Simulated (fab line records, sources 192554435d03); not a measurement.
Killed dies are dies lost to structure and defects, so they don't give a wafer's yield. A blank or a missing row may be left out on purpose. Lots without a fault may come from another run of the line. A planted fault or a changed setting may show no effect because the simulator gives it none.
Which tool did it? | flow n5_finfet | 10 lots, 27 wafers sampled, at 5 steps of a route of 1938

WHAT THE GAUGES READ, wafer by wafer
N5_BEOL_M11_CD_MEAS_35: target cd 70 nm. Usual: cd_nm 69.9 nm, standard deviation 0.59.
lot  | measured     | on        | cd_nm (nm)     | flag
L579 | day 10 13:06 | cd_sem-03 | 70.1 70.1 70.6 |
L580 | day 11 01:24 | cd_sem-02 | 70.5 70.1 69.2 |
L582 | day 11 07:25 | cd_sem-01 | 69.1 69.6 69.1 |
L583 | day 11 13:55 | cd_sem-03 | 69.8 70.8 69.8 |
L589 | day 12 08:58 | cd_sem-01 | 68.9 69.4 69.5 |
L587 | day 12 15:34 | cd_sem-02 | 68.3 69.6 68.3 |
L592 | day 14 06:38 | cd_sem-03 | 69.5 69.9      |
L595 | day 14 10:39 | cd_sem-03 | 70.1 70.0      |
L598 | day 15 08:28 | cd_sem-02 | 71.0 71.0      |
L602 | day 16 03:39 | cd_sem-01 | 70.4 70.5 70.2 |

N5_BEOL_M12_THK_MEAS_01. Usual: M12_ILD_THK 657 nm, standard deviation 8.9.
lot  | measured     | on            | M12_ILD_THK (nm) | flag
L579 | day 10 15:57 | film_metro-02 | 664 657 663      |
L580 | day 11 04:09 | film_metro-02 | 651 651 675      |
L582 | day 11 09:57 | film_metro-02 | 649 661 663      |
L583 | day 11 17:15 | film_metro-01 | 652 654 660      |
L589 | day 12 11:20 | film_metro-02 | 650 652 666      |
L587 | day 12 19:38 | film_metro-02 | 662 658 667      |
L592 | day 14 09:10 | film_metro-02 | 390 399          | OFF
L595 | day 14 15:04 | film_metro-02 | 388 644          | OFF
L598 | day 15 11:31 | film_metro-01 | 389 400          | OFF
L602 | day 16 09:33 | film_metro-02 | 655 665 674      |

N5_BEOL_M12_OVL_MEAS_11. Usual: V11_OVL -2 nm, standard deviation 5.4.
lot  | measured     | on         | V11_OVL (nm) | flag
L579 | day 10 16:17 | overlay-01 | -6 -10 1     |
L580 | day 11 04:36 | overlay-02 | -4 -1 -6     |
L582 | day 11 10:25 | overlay-01 | -1 -3 -7     |
L583 | day 11 17:43 | overlay-02 | 6 -9 7       |
L589 | day 12 11:49 | overlay-01 | -3 -5 -7     |
L587 | day 12 19:58 | overlay-01 | -8 -5 -12    |
L592 | day 14 09:37 | overlay-02 | -6 5         |
L595 | day 14 15:23 | overlay-01 | -1 -5        |
L598 | day 15 11:50 | overlay-01 | 5 5          |
L602 | day 16 10:01 | overlay-02 | -13 -6 -2    |

WHICH TOOL RAN EACH LOT (tool, then ch and the chambers of the sampled wafers, then the start)
lot  | N5_BEOL_M11_ALD_74                  | N5_BEOL_M12_ILD_DEP_00
L579 | ald_metal-03 ch 0,1,2, day 10 13:39 | pecvd-03 ch 1,2, day 10 15:49
L580 | ald_metal-01 ch 0,3, day 11 02:25   | pecvd-03 ch 0,1,2, day 11 04:01
L582 | ald_metal-03 ch 0,3, day 11 08:10   | pecvd-03 ch 0,1,2, day 11 09:49
L583 | ald_metal-03 ch 1,3, day 11 14:23   | pecvd-01 ch 0,1, day 11 17:07
L589 | ald_metal-04 ch 0,1,3, day 12 09:39 | pecvd-03 ch 0,1, day 12 11:13
L587 | ald_metal-04 ch 0,2,3, day 12 16:43 | pecvd-02 ch 0,1,2, day 12 19:30
L592 | ald_metal-04 ch 1,2, day 14 07:11   | pecvd-03 ch 1, day 14 09:02
L595 | ald_metal-04 ch 0,3, day 14 13:00   | pecvd-03 ch 1,2, day 14 14:55
L598 | ald_metal-04 ch 1,2, day 15 09:10   | pecvd-03 ch 0,1, day 15 11:22
L602 | ald_metal-04 ch 0,3, day 16 07:32   | pecvd-02 ch 0,2, day 16 09:25
- N5_BEOL_M11_ALD_74: deposits TaN, target thk 2 nm, pulse time 2 s, purge time 3 s.
- N5_BEOL_M12_ILD_DEP_00: deposits SiOC from DEMS/O2, target thk 658.92 nm, time 130.7 s.

WHAT THE TOOLS THEMSELVES READ (means of the sampled wafers that have a number; where no wafer has one, the mark that the record gives instead)
N5_BEOL_M11_ALD_74. Usual: heater_power_w 437 W, standard deviation 33; mfc_carrier_sccm 1499 sccm, standard deviation 4.9; precursor_vessel_temp_c 75.00 C, standard deviation 0.12.
lot  | tool         | heater_power_w (W) | mfc_carrier_sccm (sccm) | precursor_vessel_temp_c (C) | flag
L579 | ald_metal-03 | 432                | 1497                    | 75.02                       |
L580 | ald_metal-01 | 445                | 1504                    | 75.03                       |
L582 | ald_metal-03 | 422                | 1499                    | 75.05                       |
L583 | ald_metal-03 | 399                | 1494                    | 75.03                       |
L589 | ald_metal-04 | 449                | 1496                    | 74.94                       |
L587 | ald_metal-04 | 443                | 1499                    | 74.90                       |
L592 | ald_metal-04 | 450                | 1499                    | 75.04                       |
L595 | ald_metal-04 | 446                | 1503                    | 74.97                       |
L598 | ald_metal-04 | 456                | 1502                    | 75.03                       |
L602 | ald_metal-04 | 455                | 1492                    | 75.02                       |

N5_BEOL_M12_ILD_DEP_00. Usual: heater_power_w 474 W, standard deviation 60; rf_fwd_power_W 498.0 W, standard deviation 1.6; run_length_s 175.2 s, standard deviation 0.6; showerhead_plenum_p_Torr 5.693 Torr, standard deviation 0.018; throttle_valve_pct 12.1 %, standard deviation 0.65.
lot  | tool     | heater_power_w (W) | rf_fwd_power_W (W) | run_length_s (s) | showerhead_plenum_p_Torr (Torr) | throttle_valve_pct (%) | flag
L579 | pecvd-03 | 435                | 497.3              | 174.9            | 5.701                           | 12.4                   |
L580 | pecvd-03 | 510                | 498.3              | 174.6            | 5.689                           | 12.3                   |
L582 | pecvd-03 | 522                | 497.2              | 174.8            | 5.702                           | 12.2                   |
L583 | pecvd-01 | 463                | 499.0              | 175.9            | 5.694                           | 12.1                   |
L589 | pecvd-03 | 515                | 497.2              | 175.3            | 5.710                           | 12.7                   |
L587 | pecvd-02 | 497                | 497.9              | 175.5            | 5.687                           | 12.1                   |
L592 | pecvd-03 | 454                | -                  | 123.5            | 5.694                           | 13.0                   | OFF
L595 | pecvd-03 | 497                | 499.8              | 149.4            | 5.696                           | 12.1                   | OFF
L598 | pecvd-03 | 484                | -                  | 123.7            | 5.716                           | 12.8                   | OFF
L602 | pecvd-02 | 464                | 497.5              | 175.4            | 5.674                           | 11.7                   |

THE ANSWER, worked out from the rows above alone
Rule: a lot is off if the mean of its wafers that have a number lies more than 3 standard deviations from the usual mean. A lot without any number at a reading at which 4 lots or more have one is off too. The other lots that the step has rows for count as sound. The gauges are gone through in route order, then the tools' own readings, and for those a lot's mean is taken as printed above. The first step at which some lot is off is used, and at that step the reading that is off furthest; a lot without a number counts as furthest.
Off: L592, L595, L598, at N5_BEOL_M12_THK_MEAS_01 (M12_ILD_THK).
A tool fits if, at a process step before that reading, it ran every lot that is off, and no sound lot after the first of them. The gauges at N5_BEOL_M12_THK_MEAS_01 aren't tried: what is off there is off at N5_BEOL_M12_ILD_DEP_00 too, on other tools, and a gauge's error can't cause that. One fits: pecvd-03 at N5_BEOL_M12_ILD_DEP_00. Its last sound lot is L589 (day 12 11:13), its first lot that is off L592 (day 14 09:02): a fault that began between those two fits.
The tool's own readings at N5_BEOL_M12_ILD_DEP_00 bear it out: on the lots that are off they differ by more than 5 times the standard deviation of the sound lots' means. run_length_s reads 132.2 s there against 175.2 s on the sound lots.

WHAT THE SIMULATOR HAD PUT IN
Process parameter drift: pecvd-03, from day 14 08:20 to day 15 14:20, at N5_BEOL_M12_ILD_DEP_00. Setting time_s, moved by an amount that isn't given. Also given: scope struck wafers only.
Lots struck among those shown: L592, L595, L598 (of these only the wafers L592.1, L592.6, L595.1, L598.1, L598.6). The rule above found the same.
